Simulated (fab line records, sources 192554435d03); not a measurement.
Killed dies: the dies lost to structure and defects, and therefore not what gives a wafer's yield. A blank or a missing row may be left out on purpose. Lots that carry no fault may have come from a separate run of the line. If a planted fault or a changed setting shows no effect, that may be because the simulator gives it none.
fab line records ; flow n5_finfet
record lots=9; wafers=27; last_day=19
route steps=1938 shown BEOL_M0@742 BEOL_M1@783 BEOL_M4@1111
lots with no fault: from the same line, run without faults
start_h: the number of hours between the record's first day and the start of the first shown wafer of the lot ; wait_h: hours since the lot's step before ; " same as the row above ; L1.1+2: a single row standing in for several wafers ; - either no value or no given start ; * or withheld: withheld ; < > ~ a bound
route shown NAME@n: a module of which the file shows steps, and the number in the route of the first ; usual: mean/standard deviation taken from wafers without a fault ; same: alike in all rows ; chamber/n: place in a boat ; sites: each site's reading ; _std_site: the standard deviation of these ; _edge_site: outer sites' mean less inner sites' ; radius_mm: for every site, how far away it sits from the centre of the wafer ; mask NAME#n: copy n ; behind: the last tool/chamber to shape the wafer ; hold: reason for holding the lot/hours on hold/outcome of the hold ; device: whichever transistor did not switch (one of n, p or np) ; end of line: the tests these same wafers got at the end of their route ; for a step that has no rows: nothing shown but its recipe ; killed: count of dies lost to structure and defects at first sort (not the wafer's yield) ; map: per-die view of a wafer (x killed, . not killed, _ where there is no die)
set.NAME: the setting the step ran with; set.NAME@STEP: the setting that earlier step ran with ; model.NAME: the simulator's own value behind a step, which no gauge read
one table for each step of the route and one row for each wafer, over a sample of lots
services: a tool's chamber out of use, with start hour (start_h, from the record's first day; less than 0 if before it), hours out, and reason
## steps
# step N5_BEOL_M0_ANNEAL_119
# recipe temp_c=225; time_s=90; ambient=N2
# usual wafer_temp_C_max=226.04/0.28
lot.wafer;tool;chamber;start_h;wait_h;wafer_temp_C_max
L862.1;rtp_anneal-02;0;134.19;0.1;225.98
L862.2;rtp_anneal-02;0;134.19;0.1;226.05
L862.6;rtp_anneal-02;0;134.19;0.1;225.66
L861.1;rtp_anneal-02;0;136.12;0.1;225.51
L861.4;rtp_anneal-02;0;136.12;0.1;225.80
L861.6;rtp_anneal-02;0;136.12;0.1;225.43
L864.4;rtp_anneal-01;0;145.09;0.2;226.28
L864.5;rtp_anneal-01;0;145.09;0.2;226.31
L864.6;rtp_anneal-01;0;145.09;0.2;226.10
L870.2;rtp_anneal-02;0;171.00;0.1;226.17
L870.3;rtp_anneal-02;0;171.00;0.1;226.04
L870.6;rtp_anneal-02;0;171.00;0.1;226.03
L871.1;rtp_anneal-01;0;174.52;0.1;226.18
L871.3;rtp_anneal-01;0;174.52;0.1;225.90
L871.4;rtp_anneal-01;0;174.52;0.1;225.49
L874.1;rtp_anneal-02;0;196.18;0.1;225.55
L874.2;rtp_anneal-02;0;196.18;0.1;226.04
L874.5;rtp_anneal-02;0;196.18;0.1;225.82
L879.1;rtp_anneal-02;0;224.59;0.1;225.73
L879.2;rtp_anneal-02;0;224.59;0.1;226.22
L879.4;rtp_anneal-02;0;224.59;0.1;226.67
L882.2;rtp_anneal-02;0;246.57;0.1;225.54
L882.5;rtp_anneal-02;0;246.57;0.1;225.59
L882.6;rtp_anneal-02;0;246.57;0.1;225.76
L884.1;rtp_anneal-02;0;258.92;0.1;225.81
L884.5;rtp_anneal-02;0;258.92;0.1;225.79
L884.6;rtp_anneal-02;0;258.92;0.1;226.21
# step N5_BEOL_M1_EXPOSE_25
# recipe mask_id=V0; na=0.33; source_shape=quasar; sigma_inner=0.2; sigma_outer=0.8; polarization=unpolarized; defocus_nm=5; target_cd_nm=24; dose_mj=63
# usual exposure_dose_mJ_cm2=63.00/0.063
lot.wafer;tool;chamber;start_h;wait_h;mask;exposure_dose_mJ_cm2
L862.1;euv_scanner-01;0;138.79;-;V0#0;62.88
L862.2;euv_scanner-01;0;138.79;-;V0#0;63.04
L862.6;euv_scanner-01;0;138.79;-;V0#0;62.94
L861.1;euv_scanner-01;0;140.46;-;V0#0;63.01
L861.4;euv_scanner-01;0;140.46;-;V0#0;63.03
L861.6;euv_scanner-01;0;140.46;-;V0#0;63.13
L864.4;euv_scanner-01;0;147.27;-;V0#0;63.02
L864.5;euv_scanner-01;0;147.27;-;V0#0;62.95
L864.6;euv_scanner-01;0;147.27;-;V0#0;63.02
L870.2;euv_scanner-01;0;173.68;-;V0#0;65.55
L870.3;euv_scanner-01;0;173.68;-;V0#0;65.58
L870.6;euv_scanner-01;0;173.68;-;V0#0;65.65
L871.1;euv_scanner-01;0;176.85;-;V0#0;65.77
L871.3;euv_scanner-01;0;176.85;-;V0#0;65.79
L871.4;euv_scanner-01;0;176.85;-;V0#0;65.86
L874.1;euv_scanner-02;0;200.67;-;V0#0;63.05
L874.2;euv_scanner-02;0;200.67;-;V0#0;63.06
L874.5;euv_scanner-02;0;200.67;-;V0#0;63.04
L879.1;euv_scanner-02;0;230.33;-;V0#0;63.08
L879.2;euv_scanner-02;0;230.33;-;V0#0;63.03
L879.4;euv_scanner-02;0;230.33;-;V0#0;63.00
L882.2;euv_scanner-02;0;250.60;-;V0#0;63.00
L882.5;euv_scanner-02;0;250.60;-;V0#0;62.94
L882.6;euv_scanner-02;0;250.60;-;V0#0;62.92
L884.1;euv_scanner-02;0;262.97;-;V0#0;63.08
L884.5;euv_scanner-02;0;262.97;-;V0#0;63.01
L884.6;euv_scanner-02;0;262.97;-;V0#0;63.04
# step N5_BEOL_M1_CD_MEAS_28
# recipe landing_energy_ev=500; detector=se_inlens; target_cd_y_nm=23.3
# usual cd_nm=23.94/0.22
lot.wafer;tool;chamber;start_h;wait_h;cd_nm
L862.1;cd_sem-02;0;138.93;-;24.22
L862.2;cd_sem-02;0;138.93;-;24.69
L862.6;cd_sem-02;0;138.93;-;23.89
L861.1;cd_sem-02;0;140.60;-;23.78
L861.4;cd_sem-02;0;140.60;-;23.88
L861.6;cd_sem-02;0;140.60;-;23.65
L864.4;cd_sem-03;0;147.39;-;23.83
L864.5;cd_sem-03;0;147.39;-;23.64
L864.6;cd_sem-03;0;147.39;-;24.09
L870.2;cd_sem-01;0;173.82;-;24.60
L870.3;cd_sem-01;0;173.82;-;25.02
L870.6;cd_sem-01;0;173.82;-;24.43
L871.1;cd_sem-01;0;177.00;-;24.62
L871.3;cd_sem-01;0;177.00;-;24.88
L871.4;cd_sem-01;0;177.00;-;24.62
L874.1;cd_sem-01;0;200.82;-;24.25
L874.2;cd_sem-01;0;200.82;-;23.94
L874.5;cd_sem-01;0;200.82;-;23.93
L879.1;cd_sem-02;0;230.48;-;24.04
L879.2;cd_sem-02;0;230.48;-;23.65
L879.4;cd_sem-02;0;230.48;-;24.28
L882.2;cd_sem-02;0;250.74;-;24.11
L882.5;cd_sem-02;0;250.74;-;23.57
L882.6;cd_sem-02;0;250.74;-;23.68
L884.1;cd_sem-02;0;263.12;-;23.90
L884.5;cd_sem-02;0;263.12;-;23.53
L884.6;cd_sem-02;0;263.12;-;23.92
# step N5_BEOL_M1_ETCHBACK_99
# recipe chemistry=CHF3; target=SiO2; target_depth_a=50; time_s=10.4; source_w=215; bias_w=47; Ar_flow_sccm=200; CHF3_flow_sccm=12; ion_energy_ev=100; pressure_mtorr=30
# usual drypump_motor_current_A=5.6/0.36; oes_product_au=0.76/0.093; rf_vpp_V=240/5.6; showerhead_plenum_p_Torr=2.12/0.067; throttle_valve_pct=17.09/0.22
lot.wafer;tool;chamber;start_h;wait_h;drypump_motor_current_A;oes_product_au;rf_hours_counter_h;rf_vpp_V;showerhead_plenum_p_Torr;throttle_valve_pct
L862.1;rie_diel-02;2;144.35;2.3;5.5;0.72;220;252;2.13;17.03
L862.2;rie_diel-02;3;144.35;2.3;5.7;0.72;207;232;2.11;17.24
L862.6;rie_diel-02;1;144.35;2.3;6.0;0.72;-;241;2.05;16.78
L861.1;rie_diel-06;0;144.60;1.6;4.9;0.91;18;248;2.11;16.76
L861.4;rie_diel-06;1;144.60;1.6;5.7;0.75;191;242;2.07;17.08
L861.6;rie_diel-06;0;144.60;1.6;4.9;0.89;-;246;2.11;16.75
L864.4;rie_diel-06;0;150.12;2.4;4.9;0.89;20;245;2.11;16.77
L864.5;rie_diel-06;2;150.12;2.4;5.2;0.71;-;247;2.22;17.13
L864.6;rie_diel-06;3;150.12;2.4;5.4;0.74;-;244;2.06;17.39
L870.2;rie_diel-04;0;195.91;21.8;5.8;0.94;19;234;2.12;16.78
L870.3;rie_diel-04;1;195.91;21.8;6.3;0.69;233;234;2.05;17.34
L870.6;rie_diel-04;1;195.91;21.8;6.3;0.70;-;235;2.05;17.33
L871.1;rie_diel-02;2;209.24;29.9;5.6;0.71;243;250;2.12;17.08
L871.3;rie_diel-02;3;209.24;29.9;5.7;0.71;230;231;2.10;17.29
L871.4;rie_diel-02;0;209.24;29.9;5.4;0.96;10;245;2.20;16.88
L874.1;rie_diel-04;0;225.84;24.7;5.8;0.92;28;233;2.12;16.79
L874.2;rie_diel-04;3;225.84;24.7;5.7;0.68;243;235;2.10;17.22
L874.5;rie_diel-04;1;225.84;24.7;6.3;0.68;-;235;2.05;17.35
L879.1;rie_diel-02;3;237.99;5.9;5.7;0.70;239;233;2.10;17.29
L879.2;rie_diel-02;1;237.99;5.9;6.1;0.70;201;242;2.04;16.84
L879.4;rie_diel-02;0;237.99;5.9;5.4;0.93;-;244;2.19;16.89
L882.2;rie_diel-06;1;255.36;4.3;5.7;0.72;216;241;2.06;17.13
L882.5;rie_diel-06;1;255.36;4.3;5.7;0.74;-;243;2.06;17.14
L882.6;rie_diel-06;0;255.36;4.3;4.9;0.84;-;246;2.10;16.80
L884.1;rie_diel-04;3;275.15;11.7;5.7;0.67;253;234;2.10;17.21
L884.5;rie_diel-04;0;275.15;11.7;5.8;0.89;-;235;2.11;16.82
L884.6;rie_diel-04;2;275.15;11.7;5.2;0.72;-;246;2.24;17.25
# step N5_BEOL_M1_VIA_ETCH_34
# recipe chemistry=C4F6/O2; target_depth_a=678; mask_material=SOC; pressure_mtorr=15; ion_energy_ev=250; taper_deg=4; time_s=64.4; source_w=350; bias_w=170; Ar_flow_sccm=300; C4F6_flow_sccm=10; O2_flow_sccm=10
# usual drypump_motor_current_A=5.6/0.36; oes_product_au=0.76/0.093; rf_vpp_V=664/15; showerhead_plenum_p_Torr=2.80/0.085; throttle_valve_pct=30.77/0.22
lot.wafer;tool;chamber;start_h;wait_h;drypump_motor_current_A;oes_product_au;rf_hours_counter_h;rf_vpp_V;showerhead_plenum_p_Torr;throttle_valve_pct
L862.1;rie_diel-02;2;144.49;0.0;5.5;0.72;220;692;2.82;30.58
L862.2;rie_diel-02;3;144.49;0.0;5.7;0.72;207;644;2.79;30.81
L862.6;rie_diel-02;1;144.49;0.0;6.0;0.72;-;665;2.71;30.39
L861.1;rie_diel-06;0;144.74;0.0;4.9;0.89;18;679;2.79;30.52
L861.4;rie_diel-06;1;144.74;0.0;5.7;0.75;192;670;2.74;30.90
L861.6;rie_diel-06;0;144.74;0.0;4.9;0.89;-;679;2.79;30.53
L864.4;rie_diel-06;0;150.26;0.0;4.9;0.89;20;679;2.79;30.53
L864.5;rie_diel-06;2;150.26;0.0;5.2;0.72;-;678;2.93;30.68
L864.6;rie_diel-06;3;150.26;0.0;5.4;0.74;-;672;2.73;31.18
L870.2;rie_diel-04;0;196.05;0.0;5.8;0.94;19;648;2.80;30.66
L870.3;rie_diel-04;1;196.05;0.0;6.3;0.69;233;651;2.72;31.13
L870.6;rie_diel-04;1;196.05;0.0;6.3;0.69;-;649;2.72;31.15
L871.1;rie_diel-02;2;209.38;0.0;5.5;0.71;243;692;2.81;30.59
L871.3;rie_diel-02;3;209.38;0.0;5.7;0.70;230;644;2.78;30.82
L871.4;rie_diel-02;0;209.38;0.0;5.4;0.95;10;674;2.90;30.60
L874.1;rie_diel-04;0;225.98;0.0;5.8;0.91;28;645;2.80;30.68
L874.2;rie_diel-04;3;225.98;0.0;5.6;0.67;243;653;2.78;30.71
L874.5;rie_diel-04;1;225.98;0.0;6.3;0.69;-;651;2.71;31.14
L879.1;rie_diel-02;3;238.13;0.0;5.7;0.71;239;644;2.78;30.81
L879.2;rie_diel-02;1;238.13;0.0;6.0;0.70;201;664;2.70;30.43
L879.4;rie_diel-02;0;238.13;0.0;5.4;0.94;-;674;2.89;30.63
L882.2;rie_diel-06;1;255.50;0.0;5.7;0.73;216;668;2.73;30.91
L882.5;rie_diel-06;1;255.50;0.0;5.6;0.73;-;670;2.73;30.90
L882.6;rie_diel-06;0;255.50;0.0;4.9;0.85;-;678;2.78;30.54
L884.1;rie_diel-04;3;275.28;0.0;5.6;0.67;253;652;2.77;30.73
L884.5;rie_diel-04;0;275.28;0.0;5.8;0.89;-;646;2.79;30.68
L884.6;rie_diel-04;2;275.28;0.0;5.3;0.70;-;679;2.96;30.92
# step N5_BEOL_M4_RC_MEAS_101
# usual DIBL_N=36.0/1.7; DIBL_P=36.2/1.9; IOFF_N=0.154/0.028; IOFF_P=0.21/0.036; ION_N=675/11; ION_P=463/8.3; SS_N=71.4/0.63; SS_P=73.2/0.55; VT_N=250.2/3; VT_P=-251/3.7
lot.wafer;tool;chamber;start_h;wait_h;DIBL_N[mV/V];DIBL_P[mV/V];IOFF_N[nA/um];IOFF_P[nA/um];ION_N[uA/um];ION_P[uA/um];SS_N[mV/dec];SS_P[mV/dec];VT_N[mV];VT_P[mV]
L861.1;prober-02;0;192.80;0.0;37.5;37.4;0.178;0.29;673;469;71.7;73.6;248.0;-242
L861.4;prober-02;0;192.80;0.0;34.2;33.4;0.133;0.23;672;475;70.0;73.3;251.1;-245
L861.6;prober-02;0;192.80;0.0;36.4;35.8;0.157;0.26;666;468;71.2;73.5;253.0;-243
L862.1;prober-01;0;197.44;0.0;35.0;33.2;0.116;0.17;670;455;71.2;73.0;252.2;-252
L862.2;prober-01;0;197.44;0.0;38.3;38.5;0.186;0.26;688;474;72.9;73.9;245.6;-247
L862.6;prober-01;0;197.44;0.0;39.0;38.7;0.196;0.26;700;477;72.4;73.9;245.2;-246
L864.4;prober-02;0;244.44;0.5;32.7;32.2;0.103;0.16;668;463;70.7;72.2;255.7;-256
L864.5;prober-02;0;244.44;0.5;35.9;34.8;0.140;0.19;672;457;70.7;73.0;251.5;-255
L864.6;prober-02;0;244.44;0.5;36.7;36.0;0.152;0.20;678;458;70.6;73.6;250.0;-251
L870.2;prober-02;0;282.07;0.2;35.3;34.8;0.139;0.19;680;463;71.2;73.5;248.6;-253
L870.3;prober-02;0;282.07;0.2;37.6;36.5;0.168;0.21;674;459;72.3;73.3;250.2;-250
L870.6;prober-02;0;282.07;0.2;35.9;35.5;0.142;0.19;670;453;71.2;73.5;251.0;-254
L871.1;prober-02;0;291.63;0.0;38.4;38.3;0.186;0.21;689;457;71.5;73.9;247.5;-252
L871.3;prober-02;0;291.63;0.0;36.0;35.2;0.135;0.17;667;452;71.5;73.1;250.2;-253
L871.4;prober-02;0;291.63;0.0;37.1;35.5;0.162;0.18;677;456;71.9;73.5;250.1;-255
L874.1;prober-02;0;296.73;0.0;33.4;33.4;0.116;0.18;651;457;70.2;72.5;254.3;-250
L874.2;prober-02;0;296.73;0.0;36.1;36.3;0.161;0.22;667;461;71.7;73.4;250.3;-248
L874.5;prober-02;0;296.73;0.0;36.1;36.0;0.152;0.21;667;459;72.3;72.6;252.9;-251
L879.1;prober-02;0;339.42;0.0;37.2;37.0;0.177;0.23;681;468;71.8;73.7;250.5;-249
L879.2;prober-02;0;339.42;0.0;39.3;38.5;0.221;0.26;682;466;72.9;73.6;246.6;-246
L879.4;prober-02;0;339.42;0.0;36.8;36.7;0.175;0.24;687;474;70.9;74.0;247.1;-248
L882.2;prober-02;0;342.68;0.2;37.4;39.0;0.203;0.29;690;476;71.6;74.1;243.0;-243
L882.5;prober-02;0;342.68;0.2;37.1;37.7;0.182;0.27;676;471;71.2;73.0;246.8;-244
L882.6;prober-02;0;342.68;0.2;34.3;34.6;0.134;0.21;668;466;70.7;72.8;252.2;-243
L884.1;prober-02;0;347.04;0.0;36.1;36.9;0.145;0.21;660;455;71.4;73.0;253.2;-253
L884.5;prober-02;0;347.04;0.0;35.9;34.8;0.148;0.19;662;456;71.4;72.7;252.0;-252
L884.6;prober-02;0;347.04;0.0;37.9;39.6;0.192;0.25;697;471;72.3;73.9;247.7;-249
## services
tool;chamber;start_h;hours;kind
euv_scanner-01;-;115.13;0.2;repair
rie_diel-04;-;116.06;28.1;pm
euv_scanner-02;-;133.99;1.3;repair
euv_scanner-01;-;135.32;1.0;pm
rie_diel-02;1;154.13;5.4;repair
euv_scanner-02;-;154.17;1.0;pm
rie_diel-02;0;165.92;-;clean
rie_diel-02;0;165.92;-;consumable_replace:focus_ring
rie_diel-02;0;165.92;16.7;scheduled_down
rie_diel-02;0;165.92;16.7;vent_cycle
euv_scanner-02;-;166.19;0.2;repair
rie_diel-04;3;167.41;8.7;repair
euv_scanner-02;-;172.86;5.8;pm
rie_diel-02;-;179.40;1.0;repair
euv_scanner-01;-;186.34;19.1;repair
rie_diel-06;2;189.08;10.0;repair
euv_scanner-02;-;206.41;6.2;pm
euv_scanner-02;-;212.66;4.6;pm
euv_scanner-01;-;224.25;4.6;pm
rie_diel-06;2;226.76;7.4;repair
rie_diel-04;3;236.60;5.9;repair
euv_scanner-01;-;246.87;1.0;pm
rie_diel-02;-;257.06;72.1;repair
euv_scanner-02;-;266.47;1.0;pm
## key
first_sign step=N5_BEOL_M1_EXPOSE_25; reading=exposure_dose_mJ_cm2; direction=up; sigmas=43; usual=63.00; struck=65.70
effect step=N5_BEOL_M1_CD_MEAS_28; reading=cd_nm; direction=up; sigmas=3.4; usual=23.94; struck=24.69
met_at N5_BEOL_M1_EXPOSE_25
struck_lots L870,L871
not_acting_at N5_BEOL_M0_ANNEAL_119,N5_BEOL_M1_ETCHBACK_99,N5_BEOL_M1_VIA_ETCH_34
onset_between 147.27 173.68
fault kind=process_parameter_drift; tool=euv_scanner-01; chamber=-; onset_h=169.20; steps=N5_BEOL_M1_EXPOSE_25; channel=dose_mj; offset=2.6479; shape=step; acts_in=these_recipes_only; stated=63
